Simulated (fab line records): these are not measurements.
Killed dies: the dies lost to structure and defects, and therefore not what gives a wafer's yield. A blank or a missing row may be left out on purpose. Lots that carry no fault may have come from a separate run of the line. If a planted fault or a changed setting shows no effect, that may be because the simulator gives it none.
Which tool is to blame? ; flow n5-finfet ; 72 wafers from 24 lots sampled at 5 of the route's 1938 steps

== WHAT EACH GAUGE READ, for each wafer ==
N5_BEOL_M12_OVL_MEAS_29.
lot;measured;on;M12_OVL (nm)
L074;day 11 05:05;overlay-01;6 8 4
L075;day 11 15:33;overlay-01;2 -3 7
L076;day 12 00:27;overlay-01;2 -1 5
L079;day 12 06:08;overlay-02;8 10 16
L077;day 12 15:43;overlay-01;1 4 -3
L078;day 13 02:55;overlay-02;1 -2 2
L080;day 13 12:16;overlay-02;5 8 6
L082;day 13 16:28;overlay-02;5 8 7
L081;day 13 23:49;overlay-02;-2 -5 -8
L084;day 14 06:17;overlay-01;7 10 8
L086;day 14 11:29;overlay-02;-4 -2 -2
L085;day 15 00:20;overlay-02;0 -2 -2
L083;day 15 02:55;overlay-02;-7 -8 -2
L088;day 15 08:10;overlay-02;-2 -2 12
L087;day 15 11:23;overlay-02;-6 -5 6
L089;day 15 12:26;overlay-01;-6 5 -6
L090;day 15 17:36;overlay-02;10 0 5
L091;day 16 11:14;overlay-02;3 4 5
L093;day 16 16:53;overlay-02;-7 -2 -7
L094;day 16 18:37;overlay-02;3 7 2
L092;day 16 18:46;overlay-01;6 10 8
L095;day 16 22:02;overlay-02;7 7 11
L096;day 17 16:28;overlay-02;3 2 4
L097;day 18 03:04;overlay-02;1 1 -1

N5_BEOL_M13_CD_MEAS_10: the cd target is 190 nm.
lot;measured;on;cd-nm (nm)
L074;day 11 14:15;cd-sem-01;191.4 190.6 190.2
L075;day 11 20:11;cd-sem-01;190.6 190.4 190.4
L076;day 12 04:22;cd-sem-03;191.5 190.2 192.2
L079;day 12 09:10;cd-sem-02;191.5 190.9 190.5
L077;day 13 01:13;cd-sem-01;191.3 191.2 192.4
L078;day 13 06:53;cd-sem-02;192.3 191.5 191.6
L080;day 13 16:35;cd-sem-03;189.9 189.9 191.2
L082;day 13 21:13;cd-sem-01;190.8 191.8 192.0
L081;day 14 05:19;cd-sem-03;190.5 190.7 190.5
L084;day 14 10:44;cd-sem-02;190.2 190.4 190.5
L086;day 14 15:38;cd-sem-03;188.6 189.2 189.2
L085;day 15 06:56;cd-sem-02;189.7 189.7 190.2
L083;day 15 07:31;cd-sem-02;190.3 190.4 190.2
L088;day 15 11:55;cd-sem-03;190.6 190.6 191.2
L087;day 15 20:56;cd-sem-01;190.5 191.3 190.9
L089;day 15 20:39;cd-sem-03;190.8 190.6 191.0
L090;day 15 21:06;cd-sem-03;191.6 191.4 190.8
L091;day 16 15:31;cd-sem-02;190.2 191.7 191.3
L093;day 17 00:56;cd-sem-01;191.5 192.1 190.9
L094;day 17 01:43;cd-sem-01;191.5 191.3 191.7
L092;day 17 03:02;cd-sem-01;190.5 191.8 190.9
L095;day 17 05:25;cd-sem-03;190.8 190.4 190.6
L096;day 17 21:02;cd-sem-02;190.9 189.6 189.7
L097;day 18 09:26;cd-sem-03;191.0 190.2 189.4

N5_BEOL_M13_OVL_MEAS_29.
lot;measured;on;M13_OVL (nm)
L074;day 11 15:22;overlay-01;1 -7 4
L075;day 11 21:19;overlay-02;10 10 6
L076;day 12 05:28;overlay-02;7 2 5
L079;day 12 10:15;overlay-01;4 11 13
L077;day 13 02:11;overlay-01;8 2 11
L078;day 13 07:59;overlay-02;0 2 2
L080;day 13 17:42;overlay-02;-2 8 14
L082;day 13 22:11;overlay-02;10 -2 5
L081;day 14 06:40;overlay-02;-4 3 5
L084;day 14 11:50;overlay-01;21 14 13
L086;day 14 16:37;overlay-01;0 4 -5
L085;day 15 07:55;overlay-02;10 11 11
L083;day 15 08:32;overlay-02;4 2 9
L088;day 15 13:01;overlay-01;-3 -4 0
L087;day 15 21:55;overlay-02;4 5 8
L089;day 15 21:45;overlay-02;7 6 7
L090;day 15 22:05;overlay-02;1 6 6
L091;day 16 16:30;overlay-02;6 -4 6
L093;day 17 02:02;overlay-01;6 6 4
L094;day 17 02:42;overlay-02;9 5 1
L092;day 17 04:11;overlay-02;-4 4 4
L095;day 17 06:37;overlay-02;7 8 7
L096;day 17 22:08;overlay-01;-1 3 7
L097;day 18 10:34;overlay-01;4 0 11

== EACH LOT AND THE TOOL THAT RAN IT (in order: tool; ch and the chambers of the sampled wafers; start) ==
lot;N5_BEOL_M11_STRIP_36;N5_BEOL_M12_DEGAS_41
L074;rie-diel-06 ch 1,2,3, day 11 00:36;pvd-sputter-02, day 11 12:23
L075;rie-diel-01 ch 0,3, day 11 11:31;pvd-sputter-01, day 11 18:20
L076;rie-diel-03 ch 0,1,2, day 11 17:54;pvd-sputter-02, day 12 02:38
L079;rie-diel-01 ch 2,3, day 12 01:42;pvd-sputter-03, day 12 07:25
L077;rie-diel-06 ch 0,3, day 12 10:15;pvd-sputter-02, day 12 23:28
L078;rie-diel-03 ch 1,2, day 12 22:49;pvd-sputter-02, day 13 05:07
L080;rie-diel-06 ch 2,3, day 13 07:56;pvd-sputter-02, day 13 14:05
L082;rie-diel-06 ch 0,2, day 13 11:55;pvd-sputter-03, day 13 19:21
L081;rie-diel-06 ch 0,2, day 13 19:17;pvd-sputter-01, day 14 02:43
L084;rie-diel-01 ch 0,3, day 14 01:00;pvd-sputter-01, day 14 08:19
L086;rie-diel-03 ch 0,2,3, day 14 06:13;pvd-sputter-02, day 14 13:46
L085;rie-diel-01 ch 0,2, day 14 19:16;pvd-sputter-02, day 15 04:01
L083;rie-diel-01 ch 0,2, day 14 22:19;pvd-sputter-03, day 15 04:19
L088;rie-diel-06 ch 0,1, day 15 02:28;pvd-sputter-02, day 15 09:23
L087;rie-diel-06 ch 0,1,3, day 15 07:08;pvd-sputter-01, day 15 18:49
L089;rie-diel-01 ch 0,3, day 15 07:23;pvd-sputter-02, day 15 18:55
L090;rie-diel-06 ch 0,1,3, day 15 09:14;pvd-sputter-03, day 15 18:58
L091;rie-diel-06 ch 0,1,2, day 16 05:33;pvd-sputter-03, day 16 13:39
L093;rie-diel-06 ch 1,2,3, day 16 12:37;pvd-sputter-01, day 16 23:07
L094;rie-diel-01 ch 0,1,3, day 16 12:56;pvd-sputter-02, day 16 23:43
L092;rie-diel-06 ch 2,3, day 16 13:05;pvd-sputter-03, day 17 01:16
L095;rie-diel-06 ch 0,1, day 16 16:50;pvd-sputter-03, day 17 02:37
L096;rie-diel-01 ch 0,1,3, day 17 11:27;pvd-sputter-02, day 17 19:11
L097;rie-diel-03 ch 2,3, day 17 20:40;pvd-sputter-02, day 18 07:34
- N5_BEOL_M11_STRIP_36: strips in N2/H2.
- N5_BEOL_M12_DEGAS_41: time 60 s.

== WHAT THE TOOLS THEMSELVES READ (means of the sampled wafers that have a number; where no wafer has one, the mark that the record gives instead) ==
N5_BEOL_M11_STRIP_36.
lot;tool;drypump-motor-current-A (A);oes-product-au (a.u.);rf-vpp-V (V);showerhead-plenum-p-Torr (Torr);throttle-valve-pct (%)
L074;rie-diel-06;5.7;0.79;59.9;2.55;23.74
L075;rie-diel-01;5.5;0.76;58.3;2.49;23.68
L076;rie-diel-03;5.4;0.72;57.7;2.45;23.53
L079;rie-diel-01;5.7;0.73;57.8;2.49;23.81
L077;rie-diel-06;5.2;0.75;60.1;2.46;23.65
L078;rie-diel-03;5.3;0.73;60.4;2.45;23.87
L080;rie-diel-06;5.4;0.72;59.7;2.49;23.81
L082;rie-diel-06;5.8;0.79;59.2;2.63;23.60
L081;rie-diel-06;5.8;0.78;59.0;2.63;23.63
L084;rie-diel-01;5.5;0.74;60.7;2.48;23.67
L086;rie-diel-03;5.5;0.78;60.1;2.50;23.72
L085;rie-diel-01;5.3;0.85;57.6;2.53;23.69
L083;rie-diel-01;5.3;0.85;58.6;2.53;23.69
L088;rie-diel-06;5.8;0.82;57.8;2.57;23.50
L087;rie-diel-06;5.5;0.88;59.1;2.61;23.48
L089;rie-diel-01;5.5;0.75;58.6;2.47;23.70
L090;rie-diel-06;5.5;0.89;58.7;2.61;23.49
L091;rie-diel-06;5.8;0.79;58.5;2.59;23.59
L093;rie-diel-06;5.7;0.82;58.2;2.64;23.64
L094;rie-diel-01;5.5;0.81;58.0;2.53;23.64
L092;rie-diel-06;5.4;0.88;58.6;2.69;23.62
L095;rie-diel-06;5.7;0.80;59.3;2.55;23.42
L096;rie-diel-01;5.5;0.80;58.3;2.52;23.65
L097;rie-diel-03;5.4;0.74;59.0;2.49;24.06

N5_BEOL_M12_DEGAS_41.
lot;tool;heater-power-w (W)
L074;pvd-sputter-02;356
L075;pvd-sputter-01;311
L076;pvd-sputter-02;360
L079;pvd-sputter-03;306
L077;pvd-sputter-02;369
L078;pvd-sputter-02;354
L080;pvd-sputter-02;326
L082;pvd-sputter-03;326
L081;pvd-sputter-01;310
L084;pvd-sputter-01;328
L086;pvd-sputter-02;321
L085;pvd-sputter-02;353
L083;pvd-sputter-03;311
L088;pvd-sputter-02;342
L087;pvd-sputter-01;329
L089;pvd-sputter-02;325
L090;pvd-sputter-03;334
L091;pvd-sputter-03;311
L093;pvd-sputter-01;337
L094;pvd-sputter-02;352
L092;pvd-sputter-03;336
L095;pvd-sputter-03;310
L096;pvd-sputter-02;336
L097;pvd-sputter-02;357

== THE ANSWER, worked out from the rows above alone ==
Rule: the lots themselves supply what counts as usual. The widest of any qualifying gaps counts: lots, ordered by their means at a reading, are off when they make up no more than a third of the lots, leave a main group of 4 or more, and stand apart from it by 3 or more times the standard deviation of that group's means. Not used: any main group whose means are identical at the precision the tables above print for the reading. Also off: a lot with no number at a reading for which 4 or more lots have one. The other lots that the step has rows for count as sound. The gauges are gone through in route order, then the tools' own readings, and for those a lot's mean is taken as printed above. At the first step where some lot is off, the reading lying furthest off is the one used; lots without a number count as furthest.
No lot is off at any reading shown: from this, nothing can be told.

== WHAT HAD BEEN PUT IN BY THE SIMULATOR ==
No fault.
